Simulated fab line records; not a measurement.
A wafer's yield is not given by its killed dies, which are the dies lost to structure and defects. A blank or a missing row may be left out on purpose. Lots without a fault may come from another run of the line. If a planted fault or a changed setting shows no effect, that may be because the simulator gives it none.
fab line records -- flow n5_finfet -- part 1 of 2: steps 1 to 18 of 29
[record] lots = 5, wafers = 15, last_day = 16
route steps=1938 shown SD_EPI_N@263
lots untouched by any fault: they come from a run of this same line in which no faults occurred
start_h: hours from the record's opening day to when the first of the lot's shown wafers began -- wait_h: hours elapsed since this lot's preceding step -- " repeats the value in the row above -- L1.1+2: one row covering several wafers at once -- - no value, or no start given -- * or withheld: withheld -- < > ~ a bound
route shown NAME@n: NAME is a module with steps in the file, n the number in the route of the first one -- usual: mean and standard deviation over wafers with no fault -- same: alike in all rows -- chamber/n: place in a boat -- sites: the reading at each site -- _std_site: standard deviation of those values -- _edge_site: mean of outer sites minus mean of inner sites -- radius_mm: for every site, how far away it sits from the centre of the wafer -- mask NAME#n: copy n -- behind: the last tool/chamber to shape the wafer -- hold: cause of the lot's hold/its duration in hours/its outcome -- device: names the non-switching transistor (n, p or np) -- end of line: tests run on the same wafers once the route is complete -- a step given without rows: its recipe and nothing more -- killed: not the wafer's yield, but the dies lost to structure and defects at the first sort -- map: per-die view of a wafer (x killed, . not killed, _ where there is no die)
set.NAME: the setting as run; set.NAME@STEP: as run at that earlier step -- model.NAME: the simulator's own value behind a step, which no gauge read
lots at some steps of the route; a table a step, a row a wafer
services: the hour from which a tool's chamber was out of use, counted from the record's first day as start_h (under 0 if before that day), plus the number of hours and why
[[steps]]
[step N5_SD_EPI_N_COAT_33]
[recipe] resist = SiARC, temp_c = 220, time_s = 60, spin_rpm = 1500, resist_thk_nm = 35
[usual] heater_power_total_W = 427.5/2.4, spin_speed_rpm = 1500.1/1
lot.wafer,tool,chamber,start_h,wait_h,heater_power_total_W,spin_speed_rpm
L076.1,litho_track-02,0,-,-,429.6,1501.7
L076.4,litho_track-02,0,-,-,426.2,1501.3
L076.6,litho_track-02,0,-,-,428.1,1500.2
L078.2,litho_track-04,0,-,-,430.8,1499.1
L078.3,litho_track-04,0,-,-,430.9,1500.5
L078.4,litho_track-04,0,-,-,425.9,1499.2
L088.1,litho_track-02,0,-,-,424.2,1499.4
L088.2,litho_track-02,0,-,-,430.2,1499.6
L088.4,litho_track-02,0,-,-,431.0,1499.0
L090.2,litho_track-04,0,-,-,426.3,1499.4
L090.3,litho_track-04,0,-,-,424.6,1498.4
L090.5,litho_track-04,0,-,-,424.7,1498.9
L091.1,litho_track-02,0,-,-,431.0,1501.2
L091.4,litho_track-02,0,-,-,429.6,1500.8
L091.6,litho_track-02,0,-,-,424.7,1500.9
[step N5_SD_EPI_N_COAT_03]
[recipe] resist = CAR-ArF-block, spin_rpm = 1500, resist_thk_nm = 150
[usual] spin_speed_rpm = 1499.9/1
lot.wafer,tool,chamber,start_h,wait_h,spin_speed_rpm
L076.1,litho_track-02,0,-,-,1499.7
L076.4,litho_track-02,0,-,-,1498.7
L076.6,litho_track-02,0,-,-,1498.8
L078.2,litho_track-04,0,-,-,1500.8
L078.3,litho_track-04,0,-,-,1499.5
L078.4,litho_track-04,0,-,-,1499.6
L088.1,litho_track-02,0,-,-,1501.6
L088.2,litho_track-02,0,-,-,1500.0
L088.4,litho_track-02,0,-,-,1500.0
L090.2,litho_track-04,0,-,-,1500.5
L090.3,litho_track-04,0,-,-,1499.4
L090.5,litho_track-04,0,-,-,1500.4
L091.1,litho_track-02,0,-,-,1499.3
L091.4,litho_track-02,0,-,-,1498.2
L091.6,litho_track-02,0,-,-,1499.2
[step N5_SD_EPI_N_EBR_05]
[recipe] solvent = PGMEA, ebr_width_mm = 1.5
lot.wafer,tool,chamber,start_h,wait_h
L076.1+4+6,litho_track-02,0,-,-
L078.2+3+4,litho_track-04,0,-,-
L088.1+2+4,litho_track-02,0,-,-
L090.2+3+5,litho_track-04,0,-,-
L091.1+4+6,litho_track-02,0,-,-
[step N5_SD_EPI_N_SOFTBAKE_04]
[recipe] temp_c = 110, time_s = 60, resist = CAR-ArF-block
[usual] heater_power_total_W = 174.9/1.7
lot.wafer,tool,chamber,start_h,wait_h,heater_power_total_W
L076.1,litho_track-02,0,-,-,173.1
L076.4,litho_track-02,0,-,-,174.6
L076.6,litho_track-02,0,-,-,173.0
L078.2,litho_track-04,0,-,-,175.0
L078.3,litho_track-04,0,-,-,177.7
L078.4,litho_track-04,0,-,-,173.1
L088.1,litho_track-02,0,-,-,177.6
L088.2,litho_track-02,0,-,-,173.0
L088.4,litho_track-02,0,-,-,177.5
L090.2,litho_track-04,0,-,-,176.5
L090.3,litho_track-04,0,-,-,173.1
L090.5,litho_track-04,0,-,-,173.0
L091.1,litho_track-02,0,-,-,177.5
L091.4,litho_track-02,0,-,-,177.5
L091.6,litho_track-02,0,-,-,173.1
[step N5_SD_EPI_N_EXPOSE_06]
[recipe] mask_id = SD_N_BLK, na = 1.35, source_shape = conventional, sigma_outer = 0.8, polarization = unpolarized, target_cd_nm = 120, dose_mj = 39.75
lot.wafer,tool,chamber,start_h,wait_h,mask
L076.1+4+6,arfi_scanner-01,0,63.91,-,SD_N_BLK#0
L078.2+3+4,arfi_scanner-02,0,72.77,-,SD_N_BLK#0
L088.1+2+4,arfi_scanner-02,0,135.17,-,SD_N_BLK#0
L090.2+3+5,arfi_scanner-02,0,145.83,-,SD_N_BLK#0
L091.1+4+6,arfi_scanner-01,0,149.52,-,SD_N_BLK#0
[step N5_SD_EPI_N_PEB_07]
[recipe] peb_temp_c = 110, peb_time_s = 60, resist = CAR-ArF-block
[usual] heater_power_total_W = 175.3/1.6
lot.wafer,tool,chamber,start_h,wait_h,heater_power_total_W
L076.1,litho_track-04,0,63.97,0.1,176.9
L076.4,litho_track-04,0,63.97,0.1,174.2
L076.6,litho_track-04,0,63.97,0.1,176.8
L078.2,litho_track-02,0,72.83,0.0,177.2
L078.3,litho_track-02,0,72.83,0.0,175.1
L078.4,litho_track-02,0,72.83,0.0,173.1
L088.1,litho_track-05,0,135.22,0.1,173.0
L088.2,litho_track-05,0,135.22,0.1,174.7
L088.4,litho_track-05,0,135.22,0.1,174.6
L090.2,litho_track-05,0,145.88,0.0,175.5
L090.3,litho_track-05,0,145.88,0.0,173.0
L090.5,litho_track-05,0,145.88,0.0,173.0
L091.1,litho_track-04,0,149.58,0.1,174.9
L091.4,litho_track-04,0,149.58,0.1,177.1
L091.6,litho_track-04,0,149.58,0.1,173.4
[step N5_SD_EPI_N_DEVELOP_08]
[recipe] develop_time_s = 30, developer = TMAH, resist = CAR-ArF-block, dev_temp_c = 23, rinse_liquid = diw, dry = air_spin
[usual] developer_temp_C = 23.00/0.097
lot.wafer,tool,chamber,start_h,wait_h,developer_temp_C
L076.1,litho_track-04,0,-,-,23.07
L076.4,litho_track-04,0,-,-,23.14
L076.6,litho_track-04,0,-,-,23.05
L078.2,litho_track-02,0,-,-,22.88
L078.3,litho_track-02,0,-,-,22.85
L078.4,litho_track-02,0,-,-,22.97
L088.1,litho_track-05,0,-,-,22.72
L088.2,litho_track-05,0,-,-,22.98
L088.4,litho_track-05,0,-,-,23.02
L090.2,litho_track-05,0,-,-,23.05
L090.3,litho_track-05,0,-,-,23.08
L090.5,litho_track-05,0,-,-,23.05
L091.1,litho_track-04,0,-,-,22.92
L091.4,litho_track-04,0,-,-,22.94
L091.6,litho_track-04,0,-,-,22.89
[step N5_SD_EPI_N_CD_MEAS_09]
[recipe] target_cd_nm = 120, landing_energy_ev = 500, detector = se_inlens
[usual] cd_nm = 120.0/0.95
lot.wafer,tool,chamber,start_h,wait_h,cd_nm
L076.1,cd_sem-02,0,64.03,-,121.4
L076.4,cd_sem-02,0,64.03,-,121.1
L076.6,cd_sem-02,0,64.03,-,122.0
L078.2,cd_sem-01,0,72.89,-,119.1
L078.3,cd_sem-01,0,72.89,-,118.8
L078.4,cd_sem-01,0,72.89,-,119.0
L088.1,cd_sem-03,0,135.29,-,119.6
L088.2,cd_sem-03,0,135.29,-,118.8
L088.4,cd_sem-03,0,135.29,-,118.9
L090.2,cd_sem-01,0,145.95,-,119.4
L090.3,cd_sem-01,0,145.95,-,118.6
L090.5,cd_sem-01,0,145.95,-,119.0
L091.1,cd_sem-01,0,149.65,-,121.5
L091.4,cd_sem-01,0,149.65,-,122.3
L091.6,cd_sem-01,0,149.65,-,121.4
[step N5_SD_EPI_N_OVL_MEAS_10]
[recipe] points_per_wafer = 44
[usual] SD_N_BLK_OVL = 0.1/0.74
lot.wafer,tool,chamber,start_h,wait_h,SD_N_BLK_OVL[nm]
L076.1,overlay-02,0,64.06,0.0,-0.6
L076.4,overlay-02,0,64.06,0.0,-0.6
L076.6,overlay-02,0,64.06,0.0,-1.6
L078.2,overlay-02,0,72.92,0.0,-0.5
L078.3,overlay-02,0,72.92,0.0,-0.1
L078.4,overlay-02,0,72.92,0.0,-0.1
L088.1,overlay-02,0,135.32,0.0,-0.1
L088.2,overlay-02,0,135.32,0.0,0.4
L088.4,overlay-02,0,135.32,0.0,0.9
L090.2,overlay-02,0,145.98,0.0,0.7
L090.3,overlay-02,0,145.98,0.0,0.0
L090.5,overlay-02,0,145.98,0.0,0.9
L091.1,overlay-02,0,149.68,0.0,0.9
L091.4,overlay-02,0,149.68,0.0,-0.1
L091.6,overlay-02,0,149.68,0.0,0.6
[step N5_SD_EPI_N_INSPECT_11]
[recipe] mode = adi, inspect_instrument = macro
[usual] raw_defect_count = 2.2/1.3
lot.wafer,tool,chamber,start_h,wait_h,raw_defect_count
L076.1,defect_inspect-01,-,64.09,0.0,4
L076.4,defect_inspect-01,-,64.09,0.0,1
L076.6,defect_inspect-01,-,64.09,0.0,3
L078.2,defect_inspect-02,-,72.95,0.0,3
L078.3,defect_inspect-02,-,72.95,0.0,3
L078.4,defect_inspect-02,-,72.95,0.0,3
L088.1,defect_inspect-01,-,135.35,0.0,1
L088.2,defect_inspect-01,-,135.35,0.0,1
L088.4,defect_inspect-01,-,135.35,0.0,1
L090.2,defect_inspect-01,-,146.00,0.0,0
L090.3,defect_inspect-01,-,146.00,0.0,0
L090.5,defect_inspect-01,-,146.00,0.0,2
L091.1,defect_inspect-02,-,149.70,0.0,2
L091.4,defect_inspect-02,-,149.70,0.0,1
L091.6,defect_inspect-02,-,149.70,0.0,1
[step N5_SD_EPI_N_DESCUM_14]
[recipe] chemistry = O2, time_s = 7.9, source_power_w = 50, bias_power_w = 20, pressure_mtorr = 20, rf_frequency_hz = 2.712e+07, temp_c = 40, resist = CAR-ArF-block, o2_flow_sccm = 225
[usual] bias_power_w = 20.00/0.062, drypump_motor_current_A = 5.7/0.55, oes_product_au = 0.77/0.065, rf_vpp_V = 243.0/1.4, showerhead_plenum_p_Torr = 2.08/0.067, throttle_valve_pct = 20.55/0.14
lot.wafer,tool,chamber,start_h,wait_h,bias_power_w,drypump_motor_current_A,oes_product_au,rf_hours_counter_h,rf_vpp_V,showerhead_plenum_p_Torr,throttle_valve_pct
L076.1,rie_diel-05,3,64.12,0.0,20.02,5.4,0.80,126,243.2,2.11,20.44
L076.4,rie_diel-05,1,64.12,0.0,19.96,6.2,0.78,154,241.7,1.99,20.56
L076.6,rie_diel-05,2,64.12,0.0,19.90,6.5,0.85,-,242.7,2.12,20.26
L078.2,rie_diel-06,0,73.06,0.1,20.01,6.5,0.70,211,242.0,2.07,20.47
L078.3,rie_diel-06,1,73.06,0.1,19.95,5.6,0.76,145,242.8,1.94,20.70
L078.4,rie_diel-06,2,73.06,0.1,19.94,5.6,0.69,245,245.1,2.15,20.51
L088.1,rie_diel-05,2,135.38,0.0,19.97,6.5,0.81,113,243.0,2.11,20.29
L088.2,rie_diel-05,1,135.38,0.0,20.04,6.1,0.75,183,241.0,1.98,20.60
L088.4,rie_diel-05,0,135.38,0.0,19.97,5.8,0.76,166,243.2,2.09,20.79
L090.2,rie_diel-04,1,146.04,0.0,20.01,5.8,0.89,30,244.4,2.13,20.59
L090.3,rie_diel-04,3,146.04,0.0,19.99,4.9,0.75,147,241.0,2.01,20.69
L090.5,rie_diel-04,1,146.04,0.0,20.06,5.8,0.89,-,244.9,2.13,20.60
L091.1,rie_diel-05,3,149.73,0.0,19.95,5.4,0.76,156,242.5,2.10,20.47
L091.4,rie_diel-05,2,149.73,0.0,19.96,6.5,0.81,118,243.4,2.10,20.31
L091.6,rie_diel-05,3,149.73,0.0,20.00,5.4,0.76,-,242.5,2.10,20.48
[step N5_SD_EPI_N_ETCH_34]
[recipe] chemistry = CF4, target = SiARC, target_depth_a = 455, mask_material = CAR-ArF-block, time_s = 75.8, ion_energy_ev = 80, pressure_mtorr = 40, source_w = 545, bias_w = 36, Ar_flow_sccm = 100, cf4_flow_sccm = 100, ends = cleared
[usual] drypump_motor_current_A = 5.7/0.55, etch_rf_on_time_s = 75.1/2.4, oes_product_au = 0.66/0.059, rf_vpp_V = 183.8/1.2, showerhead_plenum_p_Torr = 2.13/0.065, throttle_valve_pct = 15.71/0.14
lot.wafer,tool,chamber,start_h,wait_h,drypump_motor_current_A,etch_rf_on_time_s,oes_product_au,rf_hours_counter_h,rf_vpp_V,showerhead_plenum_p_Torr,throttle_valve_pct
L076.1,rie_diel-05,3,64.16,0.0,5.4,71.6,0.69,126,185.4,2.14,15.51
L076.4,rie_diel-05,1,64.16,0.0,6.1,71.6,0.66,154,184.2,2.04,15.84
L076.6,rie_diel-05,2,64.16,0.0,6.5,74.2,0.73,-,183.5,2.15,15.44
L078.2,rie_diel-06,0,73.09,0.0,6.4,77.2,0.59,211,183.0,2.12,15.66
L078.3,rie_diel-06,1,73.09,0.0,5.6,74.7,0.65,145,181.1,1.98,15.76
L078.4,rie_diel-06,2,73.09,0.0,5.6,74.4,0.59,245,183.5,2.19,15.73
L088.1,rie_diel-05,2,135.42,0.0,6.5,74.4,0.69,113,184.8,2.14,15.49
L088.2,rie_diel-05,1,135.42,0.0,6.2,71.6,0.65,183,182.3,2.03,15.91
L088.4,rie_diel-05,0,135.42,0.0,5.7,76.9,0.64,166,184.0,2.12,15.86
L090.2,rie_diel-04,1,146.07,0.0,5.8,74.4,0.77,30,185.1,2.19,15.75
L090.3,rie_diel-04,3,146.07,0.0,4.9,74.5,0.63,147,183.2,2.06,15.80
L090.5,rie_diel-04,1,146.07,0.0,5.8,74.2,0.77,-,182.7,2.19,15.76
L091.1,rie_diel-05,3,149.77,0.0,5.4,72.1,0.67,156,183.5,2.13,15.56
L091.4,rie_diel-05,2,149.77,0.0,6.5,74.5,0.69,118,185.2,2.14,15.49
L091.6,rie_diel-05,3,149.77,0.0,5.4,72.2,0.67,-,183.4,2.13,15.57
[step N5_SD_EPI_N_ETCH_35]
[recipe] chemistry = N2/H2, target = SOC, overetch_a = 1080, mask_material = SiARC, temp_c = 40, ion_energy_ev = 100, source_w = 3000, bias_w = 133, pressure_mtorr = 20, time_s = 486, n2_flow_sccm = 200, h2_flow_sccm = 200
[usual] drypump_motor_current_A = 5.7/0.55, oes_product_au = 0.68/0.057, rf_vpp_V = 240.6/1.4, showerhead_plenum_p_Torr = 2.52/0.081, throttle_valve_pct = 23.90/0.29
lot.wafer,tool,chamber,start_h,wait_h,drypump_motor_current_A,oes_product_au,rf_hours_counter_h,rf_vpp_V,showerhead_plenum_p_Torr,throttle_valve_pct
L076.1,rie_diel-05,3,64.21,0.0,5.4,0.71,126,240.2,2.53,23.43
L076.4,rie_diel-05,1,64.21,0.0,6.1,0.68,154,240.9,2.43,23.76
L076.6,rie_diel-05,2,64.21,0.0,6.5,0.75,-,242.5,2.57,23.58
L078.2,rie_diel-06,0,73.15,0.0,6.5,0.62,211,240.3,2.52,24.28
L078.3,rie_diel-06,1,73.15,0.0,5.6,0.68,145,237.3,2.32,23.74
L078.4,rie_diel-06,2,73.15,0.0,5.6,0.63,245,243.3,2.58,23.49
L088.1,rie_diel-05,2,135.47,0.0,6.5,0.72,113,240.7,2.56,23.63
L088.2,rie_diel-05,1,135.47,0.0,6.1,0.66,183,239.4,2.42,23.81
L088.4,rie_diel-05,0,135.47,0.0,5.8,0.68,166,241.6,2.53,24.32
L090.2,rie_diel-04,1,146.13,0.0,5.8,0.79,30,241.5,2.59,24.13
L090.3,rie_diel-04,3,146.13,0.0,4.9,0.65,147,239.4,2.44,24.12
L090.5,rie_diel-04,1,146.13,0.0,5.8,0.80,-,241.0,2.59,24.14
L091.1,rie_diel-05,3,149.83,0.0,5.4,0.68,157,242.0,2.51,23.48
L091.4,rie_diel-05,2,149.83,0.0,6.5,0.71,118,241.0,2.56,23.63
L091.6,rie_diel-05,3,149.83,0.0,5.4,0.68,-,241.4,2.51,23.49
[step N5_SD_EPI_N_STRIP_36]
[recipe] chemistry = N2/H2, temp_c = 40, n2_flow_sccm = 200, h2_flow_sccm = 200, rf_frequency_hz = 6e+07
lot.wafer,tool,chamber,start_h,wait_h
L076.1+4+6,rie_diel-05,"3,1,2",64.53,0.2
L078.2+3+4,rie_diel-06,"0,1,2",73.47,0.2
L088.1+2+4,rie_diel-05,"2,1,0",135.79,0.2
L090.2+3+5,rie_diel-04,"1,3,1",146.44,0.2
L091.1+4+6,rie_diel-05,"3,2,3",150.14,0.2
[step N5_SD_EPI_N_ETCHBACK_44]
[recipe] chemistry = CH3F/O2, mode = anisotropic_etchback, target = SiNx, target_depth_a = 145, stop_on = SiO2, over_etch_frac = 0.3, ion_energy_ev = 120, pressure_mtorr = 30, source_w = 395, bias_w = 73, Ar_flow_sccm = 150, CH3F_flow_sccm = 30, O2_flow_sccm = 20
[usual] drypump_motor_current_A = 5.7/0.55, oes_o_777_au = 0.77/0.073, oes_product_au = 0.65/0.054, rf_vpp_V = 298/6.9, showerhead_plenum_p_Torr = 1.99/0.066, throttle_valve_pct = 16.47/0.14
[same] over_etch_frac = 0.3
lot.wafer,tool,chamber,start_h,wait_h,drypump_motor_current_A,oes_o_777_au,oes_product_au,rf_hours_counter_h,rf_vpp_V,showerhead_plenum_p_Torr,throttle_valve_pct
L076.1,rie_diel-05,3,64.54,0.0,5.4,0.81,0.67,126,303,2.01,16.33
L076.4,rie_diel-05,1,64.54,0.0,6.1,0.79,0.65,154,288,1.89,16.52
L076.6,rie_diel-05,2,64.54,0.0,6.5,0.84,0.72,-,308,2.01,16.11
L078.2,rie_diel-06,0,73.48,0.0,6.4,0.68,0.60,212,297,1.99,16.50
L078.3,rie_diel-06,1,73.48,0.0,5.6,0.77,0.64,145,293,1.85,16.52
L078.4,rie_diel-06,2,73.48,0.0,5.6,0.70,0.60,245,298,2.03,16.37
L088.1,rie_diel-05,2,135.80,0.0,6.5,0.81,0.69,113,308,2.00,16.17
L088.2,rie_diel-05,1,135.80,0.0,6.1,0.76,0.63,183,287,1.89,16.56
L088.4,rie_diel-05,0,135.80,0.0,5.7,0.74,0.64,166,301,1.98,16.60
L090.2,rie_diel-04,1,146.45,0.0,5.8,0.91,0.76,30,285,2.05,16.52
L090.3,rie_diel-04,3,146.45,0.0,4.9,0.75,0.62,147,298,1.93,16.60
L090.5,rie_diel-04,1,146.45,0.0,5.8,0.91,0.76,-,288,2.05,16.52
L091.1,rie_diel-05,3,150.15,0.0,5.4,0.79,0.65,157,304,2.00,16.39
L091.4,rie_diel-05,2,150.15,0.0,6.5,0.81,0.69,118,308,1.99,16.17
L091.6,rie_diel-05,3,150.15,0.0,5.4,0.79,0.65,-,302,2.00,16.39
[step N5_SD_EPI_N_ETCH_45]
[recipe] chemistry = CH3F/O2, target = SiOCN, target_depth_a = 60, mask_material = SOC, ion_energy_ev = 60, bias_w = 29, pressure_mtorr = 15, source_w = 410, Ar_flow_sccm = 150, CH3F_flow_sccm = 30, O2_flow_sccm = 20
[usual] drypump_motor_current_A = 5.7/0.55, oes_product_au = 0.77/0.066, rf_vpp_V = 127.5/0.93, showerhead_plenum_p_Torr = 1.98/0.066, throttle_valve_pct = 23.42/0.19
lot.wafer,tool,chamber,start_h,wait_h,drypump_motor_current_A,oes_product_au,rf_hours_counter_h,rf_vpp_V,showerhead_plenum_p_Torr,throttle_valve_pct
L076.1,rie_diel-05,3,64.64,0.1,5.4,0.81,126,127.9,2.01,23.36
L076.4,rie_diel-05,1,64.64,0.1,6.1,0.77,154,126.8,1.89,23.33
L076.6,rie_diel-05,2,64.64,0.1,6.5,0.85,-,127.5,2.00,22.98
L078.2,rie_diel-06,0,73.58,0.1,6.5,0.70,212,127.0,1.98,23.43
L078.3,rie_diel-06,1,73.58,0.1,5.6,0.77,145,125.5,1.84,23.58
L078.4,rie_diel-06,2,73.58,0.1,5.6,0.70,245,128.5,2.03,23.16
L088.1,rie_diel-05,2,135.90,0.1,6.5,0.81,113,126.9,1.99,23.02
L088.2,rie_diel-05,1,135.90,0.1,6.1,0.74,183,126.8,1.88,23.36
L088.4,rie_diel-05,0,135.90,0.1,5.7,0.75,166,127.6,1.98,23.57
L090.2,rie_diel-04,1,146.55,0.1,5.8,0.89,30,127.0,2.04,23.62
L090.3,rie_diel-04,3,146.55,0.1,4.9,0.74,147,126.7,1.92,23.62
L090.5,rie_diel-04,1,146.55,0.1,5.8,0.87,-,128.2,2.04,23.62
L091.1,rie_diel-05,3,150.25,0.1,5.4,0.77,157,128.2,2.00,23.39
L091.4,rie_diel-05,2,150.25,0.1,6.5,0.81,118,125.8,1.99,23.02
L091.6,rie_diel-05,3,150.25,0.1,5.4,0.76,-,127.5,2.00,23.40
[step N5_SD_EPI_N_ETCH_16]
[recipe] chemistry = CHF3/O2, target = SiO2, target_depth_a = 50, mask_material = SOC, pressure_mtorr = 30, source_w = 650, bias_w = 170, Ar_flow_sccm = 200, CHF3_flow_sccm = 50, O2_flow_sccm = 5, ion_energy_ev = 200
[usual] drypump_motor_current_A = 5.7/0.55, oes_o_777_au = 0.77/0.066, oes_product_au = 0.77/0.067, rf_vpp_V = 525/12, showerhead_plenum_p_Torr = 2.39/0.075, throttle_valve_pct = 19.01/0.14
lot.wafer,tool,chamber,start_h,wait_h,drypump_motor_current_A,oes_o_777_au,oes_product_au,rf_hours_counter_h,rf_vpp_V,showerhead_plenum_p_Torr,throttle_valve_pct
L076.1,rie_diel-05,3,64.74,0.1,5.4,0.82,0.80,126,531,2.42,18.85
L076.4,rie_diel-05,1,64.74,0.1,6.1,0.76,0.77,154,508,2.29,19.09
L076.6,rie_diel-05,2,64.74,0.1,6.5,0.83,0.84,-,546,2.42,18.70
L078.2,rie_diel-06,0,73.68,0.1,6.4,0.69,0.69,212,521,2.39,19.01
L078.3,rie_diel-06,1,73.68,0.1,5.6,0.78,0.77,145,515,2.23,19.06
L078.4,rie_diel-06,2,73.68,0.1,5.6,0.71,0.70,245,527,2.45,18.87
L088.1,rie_diel-05,2,136.00,0.1,6.5,0.80,0.82,113,543,2.41,18.74
L088.2,rie_diel-05,1,136.00,0.1,6.1,0.73,0.74,183,507,2.28,19.14
L088.4,rie_diel-05,0,136.00,0.1,5.7,0.75,0.75,166,530,2.39,19.14
L090.2,rie_diel-04,1,146.65,0.1,5.8,0.90,0.89,30,504,2.47,19.13
L090.3,rie_diel-04,3,146.65,0.1,4.9,0.76,0.74,147,527,2.32,19.12
L090.5,rie_diel-04,1,146.65,0.1,5.8,0.90,0.90,-,504,2.47,19.13
L091.1,rie_diel-05,3,150.35,0.1,5.4,0.79,0.77,157,534,2.41,18.92
L091.4,rie_diel-05,2,150.35,0.1,6.5,0.80,0.81,118,543,2.41,18.75
L091.6,rie_diel-05,3,150.35,0.1,5.4,0.80,0.77,-,533,2.41,18.90
[step N5_SD_EPI_N_STRIP_47]
[recipe] chemistry = CHF3/O2, resist = SiARC, rf_frequency_hz = 6e+07
lot.wafer,tool,chamber,start_h,wait_h
L076.1+4+6,rie_diel-05,"3,1,2",64.78,0.0
L078.2+3+4,rie_diel-06,"0,1,2",73.72,0.0
L088.1+2+4,rie_diel-05,"2,1,0",136.04,0.0
L090.2+3+5,rie_diel-04,"1,3,1",146.69,0.0
L091.1+4+6,rie_diel-05,"3,2,3",150.39,0.0
